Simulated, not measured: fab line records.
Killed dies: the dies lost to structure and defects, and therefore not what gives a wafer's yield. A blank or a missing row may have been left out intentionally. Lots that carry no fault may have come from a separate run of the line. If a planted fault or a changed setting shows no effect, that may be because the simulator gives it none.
Split-lot trial ; flow n5-finfet ; 21 wafers read across 7 lots, on a route 1938 steps long

## SPLIT DETAILS
At N5_BEOL_M4_TRENCH_ETCH_37 (etches SiOC in C4F6/O2, target depth 55.555 nm, time 29.2 s), the setting bias-w was moved away from the recipe's 185 W on 8 of the 21 wafers read, by +6.4% to +17.7%. The other wafers ran this setting at the recipe's value.

The reading comes from the split's own step.

## THE READING
rf-vpp-V, in V, at N5_BEOL_M4_TRENCH_ETCH_37 (etches SiOC in C4F6/O2, target depth 55.555 nm, time 29.2 s). Typical for fault-free wafers on this fab line: 664 V, with standard deviation 14 V.

wafer;tool, chamber at the split;bias-w as run, W;against the recipe;rf-vpp-V, V;against lot-mates on the recipe
L074.1;rie-diel-05, 1;197.5;+6.8%;693;+22
L074.2;rie-diel-05, 2;185;recipe;671;-
L074.3;rie-diel-05, 3;197.5;+6.8%;691;+20
L081.1;rie-diel-03, 3;212.1;+14.6%;763;+92
L081.3;rie-diel-03, 2;185;recipe;671;-
L081.4;rie-diel-03, 0;212.1;+14.6%;721;+50
L086.3;rie-diel-05, 0;185;recipe;664;-
L086.4;rie-diel-05, 3;196.9;+6.4%;689;+25
L086.5;rie-diel-05, 2;196.9;+6.4%;704;+40
L090.1;rie-diel-03, 0;185;recipe;645;-
L090.3;rie-diel-03, 2;185;recipe;671;-
L090.4;rie-diel-03, 3;185;recipe;683;-
L092.3;rie-diel-03, 0;185;recipe;646;-
L092.5;rie-diel-03, 1;217.8;+17.7%;776;+130
L092.6;rie-diel-03, 0;185;recipe;646;-
L095.3;rie-diel-03, 3;185;recipe;686;-
L095.4;rie-diel-03, 1;185;recipe;682;-
L095.6;rie-diel-03, 1;185;recipe;681;-
L096.1;rie-diel-04, 2;185;recipe;661;-
L096.3;rie-diel-04, 1;202.2;+9.3%;715;+60
L096.4;rie-diel-04, 3;185;recipe;649;-

FIT RESULTS
A straight line over all 21 wafers: rf-vpp-V changes by +5.48 V for each +1% of bias-w; r = +0.91; the points scatter about the line by 15 V.
The same after taking each lot's own level away (the mean of its wafers on the recipe; 21 wafers): +5.77 V for each +1%; r = +0.93; scatter 14 V.
Per that fit: largest bias-w move, reading shift of 1e+02 V.
From 646.0 to 683.0 V: that is the span of the lots' own levels, equal to 2.6 times the standard deviation above.
So the lot-to-lot level changes the slope little: the two slopes agree.
Check: for one of the wafers moved furthest among these (+17.7%), held out of the fit, the line's prediction against its lot-mates is +86.1 V. It came out at +130 V against them.
Tool readings at the split's step, against how far the setting was moved: rf-vpp-V r = +0.91.

## ADDITIONAL SPLITS CARRIED BY THESE WAFERS
Before the reading, these wafers also passed through other splits. Each is held against what the fit with the lots' levels taken away leaves over:
other split on the same wafers;wafers away from the commonest value;r with rf-vpp-V (lot level and that fit taken away)
N5_GATE_CUT_COAT_35 spin-rpm;5;+0.31
N5_MOL_CONTACT_COAG_SPUTTER_143 target-thk-a;9;+0.20
N5_MOL_CONTACT_COAG_ALD_27 time-s;8;+0.26
N5_BEOL_M0_SAQP_MANDREL_ETCH_20 icp-w;10;-0.42
N5_BEOL_M0_SAQP_COAT_105 spin-rpm;4;+0.19
N5_BEOL_M1_EXPOSE_08 dose-mj;5;+0.32
N5_BEOL_M1_ETCH_64 source-w;8;+0.08
N5_BEOL_M2_ILD_DEP_00 time-s;7;+0.12
N5_BEOL_M2_COAT_05 spin-rpm;9;-0.07
N5_BEOL_M2_EXPOSE_08 dose-mj;5;-0.24
N5_BEOL_M2_DEP_57 time-s;9;-0.42
N5_BEOL_M3_DESCUM_33 time-s;9;-0.39

## THE FILE'S OWN FIT
rf-vpp-V changes by +6.04 V for each +1% of bias-w, r = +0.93.
